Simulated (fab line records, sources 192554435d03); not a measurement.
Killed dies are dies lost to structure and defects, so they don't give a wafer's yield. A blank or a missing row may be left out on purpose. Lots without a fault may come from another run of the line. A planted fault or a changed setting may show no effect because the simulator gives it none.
Which tool did it? | flow n5_finfet | 12 lots, 36 wafers sampled, at 1 step of a route of 1938

WHAT THE GAUGES READ, wafer by wafer
N5_BEOL_M5_THK_MEAS_01.
lot  | measured     | on            | M5_ILD_THK (nm)
L076 | day 7 22:26  | film_metro-01 | 119.0 120.9 122.6
L077 | day 8 21:13  | film_metro-02 | 121.8 122.7 122.5
L079 | day 9 15:46  | film_metro-01 | 120.3 121.8 121.8
L083 | day 10 10:14 | film_metro-01 | 120.3 122.3 122.8
L081 | day 10 18:52 | film_metro-01 | 121.0 122.2 120.1
L085 | day 11 15:07 | film_metro-01 | 117.6 120.0 119.5
L089 | day 12 02:53 | film_metro-01 | 122.7 122.0 121.3
L088 | day 12 11:22 | film_metro-01 | 120.5 120.4 123.3
L092 | day 12 20:07 | film_metro-01 | 119.1 120.8 121.3
L091 | day 13 05:56 | film_metro-01 | 118.9 119.7 122.2
L095 | day 13 21:50 | film_metro-01 | 120.3 120.7 122.0
L096 | day 14 18:35 | film_metro-01 | 120.3 120.8 121.0

WHICH TOOL RAN EACH LOT (tool, then ch and the chambers of the sampled wafers, then the start)
The record holds no process step before these readings.

THE ANSWER, worked out from the rows above alone
Rule: what is usual is taken from the lots themselves. Put in order of their means at a reading, lots are off if they are a third of the lots or fewer, leave a main group of 4 or more, and stand apart from it by a gap of 3 or more times the standard deviation of the main group's means; of several such gaps the widest counts. A main group whose means are all the same, to the digits that the tables above print for the reading, isn't used. A lot without any number at a reading at which 4 lots or more have one is off too. The other lots that the step has rows for count as sound.
No lot is off at any reading shown: from this, nothing can be told.

WHAT THE SIMULATOR HAD PUT IN
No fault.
